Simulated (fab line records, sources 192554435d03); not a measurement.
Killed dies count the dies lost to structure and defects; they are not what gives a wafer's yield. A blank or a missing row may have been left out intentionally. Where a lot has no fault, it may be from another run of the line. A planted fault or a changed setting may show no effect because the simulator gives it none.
Struck lot and sound lot, side by side || flow n5_finfet || 15 out of 1938 route steps
Sound: the wafers L906.1, L906.4, L906.6. Struck: wafer L913.5 (left out: L913.2, L913.4 of the same lot, which were not struck); the cause appears at the end.
Per side, at each step with rows, come the tool, then ch with its chambers, and then its first start. Under that, the readings that differ: sound wafers || struck wafers || difference of the means || sigmas: that difference in standard deviations of wafers without a fault.
alike: words and numbers the same on both sides, and readings whose means are apart by under 2 such deviations; not compared: readings that were withheld, readings missing a value for some wafer, numbers with overlapping values and no deviation given by the record, and bounds like >300 which may hide the same value.
A row with sigmas, a row that says differs or no value, or rows on one side alone: a step with any of these is where the two part. Non-overlapping numbers with no deviation appear without sigmas and do not part them. Lack of a reading on every wafer of one side parts them only where that side has two or more wafers.

N5_BEOL_M6_OVL_MEAS_29:
  sound on overlay-02 ch 0, day 9 17:44; struck on overlay-01 ch 0, day 11 15:47
  alike: V5_OVL
N5_BEOL_M6_INSPECT_30: inspects for defects (brightfield).
  sound on defect_inspect-02, day 9 17:48; struck on defect_inspect-01, day 11 15:50
  alike: raw_defect_count
N5_BEOL_M6_DESCUM_33: chemistry O2, time 7 s.
  sound on rie_diel-03 ch 0,1,3, day 9 17:50; struck on rie_diel-03 ch 1, day 11 15:57
  alike: drypump_motor_current_A, oes_product_au, rf_vpp_V, showerhead_plenum_p_Torr, throttle_valve_pct
  not compared: rf_hours_counter_h
N5_BEOL_M6_ETCH_72: etches underlayer in N2/H2, target depth 6.5 nm, time 5.2 s.
  sound on rie_diel-03 ch 0,1,3, day 9 17:52; struck on rie_diel-03 ch 1, day 11 15:59
  alike: drypump_motor_current_A, etch_rf_on_time_s, oes_product_au, rf_vpp_V, showerhead_plenum_p_Torr, throttle_valve_pct
  not compared: rf_hours_counter_h
then, 1 step without rows for these wafers: N5_BEOL_M6_ETCH_65 (etches SiARC in CF4, target depth 15.6 nm, time 26 s).
N5_BEOL_M6_ETCH_66: etches SOC in N2/H2, target depth 80 nm, overetch 16 nm, time 120 s.
  sound on rie_diel-03 ch 0,1,3, day 9 17:55; struck on rie_diel-03 ch 1, day 11 16:02
  alike: drypump_motor_current_A, oes_product_au, rf_vpp_V, showerhead_plenum_p_Torr, throttle_valve_pct
  not compared: rf_hours_counter_h
then, 2 steps without rows for these wafers: N5_BEOL_M6_STRIP_69 (strips in N2/H2); N5_BEOL_M6_STRIP_73 (strips in N2/H2).
N5_BEOL_M6_VIA_ETCH_34: etches SiCOH lowk in C4F6/O2, target depth 126.3 nm, time 50.9 s.
  sound on rie_diel-03 ch 0,1,3, day 9 18:01; struck on rie_diel-03 ch 1, day 11 16:08
  alike: drypump_motor_current_A, oes_product_au, rf_vpp_V, showerhead_plenum_p_Torr, throttle_valve_pct
  not compared: rf_hours_counter_h
then, 3 steps without rows for these wafers: N5_BEOL_M6_STRIP_76 (strips in C4F6/O2); N5_BEOL_M6_STRIP_36 (strips in N2/H2); N5_BEOL_M6_TRENCH_ETCH_37 (etches SiCOH lowk in C4F6/O2, target depth 94.435 nm, time 31.5 s).
N5_BEOL_M6_ETCH_41: etches SiCN in CH3F/O2, target depth 29.7 nm, time 52 s.
  sound on rie_diel-03 ch 0,1,3, day 9 18:08; struck on rie_diel-03 ch 1, day 11 16:16
{"reading": "oes_product_au (a.u.)", "sound": "0.75 0.89 0.78", "struck": 1.10, "difference": "+0.29", "sigmas": "+5"}
{"reading": "model.etch.depth_nm (nm)", "sound": "19.29 20.33 19.17", "struck": 28.82, "difference": "+9.22", "sigmas": ""}
  alike: drypump_motor_current_A, rf_vpp_V, showerhead_plenum_p_Torr, throttle_valve_pct
  not compared: rf_hours_counter_h
N5_BEOL_M6_STRIP_80: strips in N2/H2, time 10 s.
  sound on rie_diel-03 ch 0,1,3; struck on rie_diel-03 ch 1
  alike: drypump_motor_current_A, oes_product_au, rf_vpp_V, showerhead_plenum_p_Torr, throttle_valve_pct
  not compared: rf_hours_counter_h
-- a jump in the record: the struck wafers' starts before and after are 4 days apart (it breaks off in module BEOL_M6 and resumes in module PASSIVATION, where the first step shown is number 1936 of the route) --
N5_PASSIVATION_PROBE_49:
  rows exist in the record for the struck wafers here (prober-01, day 15 09:06), but not for the sound ones

## WHERE THEY PART
At N5_BEOL_M6_ETCH_41 first; at N5_PASSIVATION_PROBE_49 last (within this record only).

WHY: whatever the simulator had introduced
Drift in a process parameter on rie_diel-03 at N5_BEOL_M6_ETCH_41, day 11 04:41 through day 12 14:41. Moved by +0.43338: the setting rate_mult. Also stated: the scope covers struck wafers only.
